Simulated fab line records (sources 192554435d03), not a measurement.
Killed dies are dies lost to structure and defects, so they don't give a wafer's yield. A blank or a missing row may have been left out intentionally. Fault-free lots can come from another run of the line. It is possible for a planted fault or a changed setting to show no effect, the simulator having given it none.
Which tool was responsible? ; flow n5-finfet ; 10 lots with 28 wafers sampled at 5 steps, on a route of 1938 steps

== WHAT THE GAUGES READ, wafer by wafer ==
N5_SPACER0_INSPECT_04: inspects for defects (darkfield). Usual: raw-defect-count 134, standard deviation 30.
lot;measured;on;raw-defect-count;flag
L895;day 3 06:54;defect-inspect-02;103 106 82;
L896;day 3 08:12;defect-inspect-02;146 146 166;
L897;day 3 13:14;defect-inspect-02;99 161 167;
L898;day 3 20:18;defect-inspect-02;123 109 108;
L899;day 4 04:36;defect-inspect-02;128 112 89;
L907;day 6 07:33;defect-inspect-01;110 179;
L908;day 6 09:18;defect-inspect-02;128 105;
L912;day 7 10:26;defect-inspect-02;169 113 190;
L914;day 7 23:25;defect-inspect-01;165 214 161;
L918;day 8 18:25;defect-inspect-02;182 195 125;

N5_BEOL_M4_RC_MEAS_101. Usual: DIBL_N 36.1 mV/V, standard deviation 1.5; DIBL_P 36.1 mV/V, standard deviation 1.9; IOFF_N 0.159 nA/um, standard deviation 0.029; IOFF_P 0.21 nA/um, standard deviation 0.038; ION_N 675 uA/um, standard deviation 11; ION_P 464 uA/um, standard deviation 8.1; SS_N 71.5 mV/dec, standard deviation 0.57; SS_P 73.3 mV/dec, standard deviation 0.64; VT_N 249 mV, standard deviation 3.1; VT_P -250 mV, standard deviation 3.8.
lot;measured;on;DIBL_N (mV/V);DIBL_P (mV/V);IOFF_N (nA/um);IOFF_P (nA/um);ION_N (uA/um);ION_P (uA/um);SS_N (mV/dec);SS_P (mV/dec);VT_N (mV);VT_P (mV);flag
L895;day 7 14:54;prober-01;37.0 35.4 37.2;37.6 34.6 38.3;0.149 0.118 0.144;0.21 0.17 0.22;664 654 664;462 457 461;71.6 71.8 71.6;73.3 72.9 73.2;249 255 252;-251 -254 -251;
L896;day 8 06:20;prober-01;36.9 36.2 36.3;35.9 35.2 34.8;0.156 0.148 0.152;0.20 0.19 0.18;667 675 658;456 457 453;71.5 71.4 71.5;72.8 73.0 72.6;250 251 253;-250 -252 -252;
L897;day 8 08:42;prober-02;33.6 35.6 36.6;32.4 35.8 36.9;0.118 0.147 0.173;0.18 0.22 0.24;668 680 691;461 471 471;71.4 72.0 72.1;72.6 73.4 73.4;257 251 248;-248 -249 -249;
L898;day 8 09:32;prober-01;37.8 35.9 36.7;37.3 34.2 36.4;0.161 0.137 0.148;0.24 0.19 0.22;666 672 654;464 462 454;71.8 72.3 71.5;73.8 72.5 73.3;249 250 253;-246 -249 -247;
L899;day 9 00:53;prober-02;34.6 36.3 35.7;34.7 36.2 35.8;0.141 0.157 0.162;0.19 0.21 0.21;683 676 677;467 466 469;70.9 72.1 71.3;72.6 73.3 72.5;250 249 249;-252 -250 -249;
L907;day 11 05:47;prober-01;36.2 33.8;35.5 33.0;0.145 0.109;0.18 0.15;664 668;456 453;71.4 71.1;73.0 72.2;252 256;-253 -254;
L908;day 11 08:49;prober-01;34.2 36.9;34.1 37.7;0.113 0.155;0.17 0.22;656 670;460 470;70.8 71.5;73.2 74.0;256 250;-254 -250;
L912;day 12 05:31;prober-01;35.6 36.9 36.6;37.1 37.5 37.7;0.150 0.166 0.169;0.19 0.19 0.20;663 676 675;457 460 457;71.3 72.4 72.3;73.5 73.6 73.7;253 248 251;-254 -254 -254;
L914;day 12 12:51;prober-01;36.9 36.9 36.4;39.4 39.2 38.2;0.195 0.187 0.174;0.25 0.23 0.22;675 673 671;465 463 462;71.8 72.0 72.4;74.3 74.5 74.7;247 249 250;-247 -252 -248;
L918;day 14 09:27;prober-01;36.2 36.6 34.8;36.8 36.4 36.0;0.181 0.180 0.168;0.23 0.23 0.23;684 680 686;469 468 473;71.1 70.9 71.5;73.3 72.5 73.6;247 246 244;-247 -248 -247;

== EACH LOT AND THE TOOL THAT RAN IT (in order: tool; ch and the chambers of the sampled wafers; start) ==
lot;N5_DUMMY_GATE_HM_OPEN_21;N5_SPACER0_ALD_07;N5_SD_EPI_N_PRECLEAN_49
L895;rie-diel-03 ch 1,2,3, day 3 04:09;ald-sin-04 ch 0,1,3, day 3 06:20;remote-plasma-01 ch 1, day 3 10:51
L896;rie-diel-04 ch 0,2, day 3 06:51;ald-sin-04 ch 1,2,3, day 3 07:38;remote-plasma-02 ch 0, day 3 14:04
L897;rie-diel-05 ch 0,1,3, day 3 11:59;ald-sin-01 ch 1,2,3, day 3 12:40;remote-plasma-01 ch 0, day 3 18:51
L898;rie-diel-04 ch 0,2,3, day 3 18:53;ald-sin-01 ch 0,2,3, day 3 19:44;remote-plasma-02 ch 0, day 4 01:18
L899;rie-diel-04 ch 1,2,3, day 4 03:22;ald-sin-04 ch 0,1,2, day 4 04:02;remote-plasma-02 ch 0, day 4 08:41
L907;rie-diel-05 ch 0,3, day 6 05:34;ald-sin-04 ch 0,2, day 6 06:59;remote-plasma-02 ch 1, day 6 12:31
L908;rie-diel-05 ch 0,3, day 6 07:38;ald-sin-03 ch 3, day 6 08:44;remote-plasma-02 ch 0, day 6 14:04
L912;rie-diel-03 ch 0,1, day 7 09:01;ald-sin-04 ch 0,3, day 7 09:52;remote-plasma-01 ch 0, day 7 14:35
L914;rie-diel-04 ch 0,2, day 7 22:10;ald-sin-01 ch 1,3, day 7 22:50;remote-plasma-01 ch 1, day 8 03:25
L918;rie-diel-04 ch 2,3, day 8 17:05;ald-sin-03 ch 0,1,3, day 8 17:51;remote-plasma-02 ch 0, day 8 22:34
- N5_DUMMY_GATE_HM_OPEN_21: chemistry CH3F/O2, target SiNx, target depth 120 nm, time 171.4 s.
- N5_SPACER0_ALD_07: deposits SiNx, target thk 2 nm.
- N5_SD_EPI_N_PRECLEAN_49: cleans in NF3:NH3, afs cycles 1, time 20 s, sublimation time 60 s.

== WHAT THE TOOLS THEMSELVES READ (means of the sampled wafers that have a number; where no wafer has one, the mark that the record gives instead) ==
N5_DUMMY_GATE_HM_OPEN_21. Usual: drypump-motor-current-A 5.6 A, standard deviation 0.51; oes-product-au 0.75 a.u., standard deviation 0.08; rf-vpp-V 294 V, standard deviation 5.5; showerhead-plenum-p-Torr 1.99 Torr, standard deviation 0.063; throttle-valve-pct 16.39 %, standard deviation 0.22.
lot;tool;drypump-motor-current-A (A);oes-product-au (a.u.);rf-vpp-V (V);showerhead-plenum-p-Torr (Torr);throttle-valve-pct (%);flag
L895;rie-diel-03;5.6;0.83;300;2.08;16.52;
L896;rie-diel-04;5.9;0.74;295;1.97;16.51;
L897;rie-diel-05;5.4;0.79;296;2.00;16.16;
L898;rie-diel-04;5.8;0.76;295;1.96;16.43;
L899;rie-diel-04;5.8;0.76;290;1.96;16.46;
L907;rie-diel-05;5.2;0.81;296;2.02;16.07;
L908;rie-diel-05;5.2;0.80;294;2.02;16.05;
L912;rie-diel-03;5.4;0.75;295;2.04;16.62;
L914;rie-diel-04;5.9;0.71;295;1.96;16.56;
L918;rie-diel-04;6.2;0.73;289;1.96;16.60;

N5_SPACER0_ALD_07. Usual: heater-power-w 857 W, standard deviation 73.
lot;tool;heater-power-w (W);flag
L895;ald-sin-04;869;
L896;ald-sin-04;822;
L897;ald-sin-01;886;
L898;ald-sin-01;897;
L899;ald-sin-04;876;
L907;ald-sin-04;870;
L908;ald-sin-03;835;
L912;ald-sin-04;851;
L914;ald-sin-01;899;
L918;ald-sin-03;810;

== THE ANSWER, worked out from the rows above alone ==
Rule: a lot is off if the mean of its wafers that have a number lies more than 3 standard deviations from the usual mean. A lot without any number at a reading at which 4 lots or more have one is off too. The other lots that the step has rows for count as sound. After the gauges, taken in route order, come the tools' own readings; for these a lot's mean is taken, as printed above. At the first step where some lot is off, the reading lying furthest off is the one used; lots without a number count as furthest.
No lot is off at any reading shown: from this, nothing can be told.

== WHAT HAD BEEN PUT IN BY THE SIMULATOR ==
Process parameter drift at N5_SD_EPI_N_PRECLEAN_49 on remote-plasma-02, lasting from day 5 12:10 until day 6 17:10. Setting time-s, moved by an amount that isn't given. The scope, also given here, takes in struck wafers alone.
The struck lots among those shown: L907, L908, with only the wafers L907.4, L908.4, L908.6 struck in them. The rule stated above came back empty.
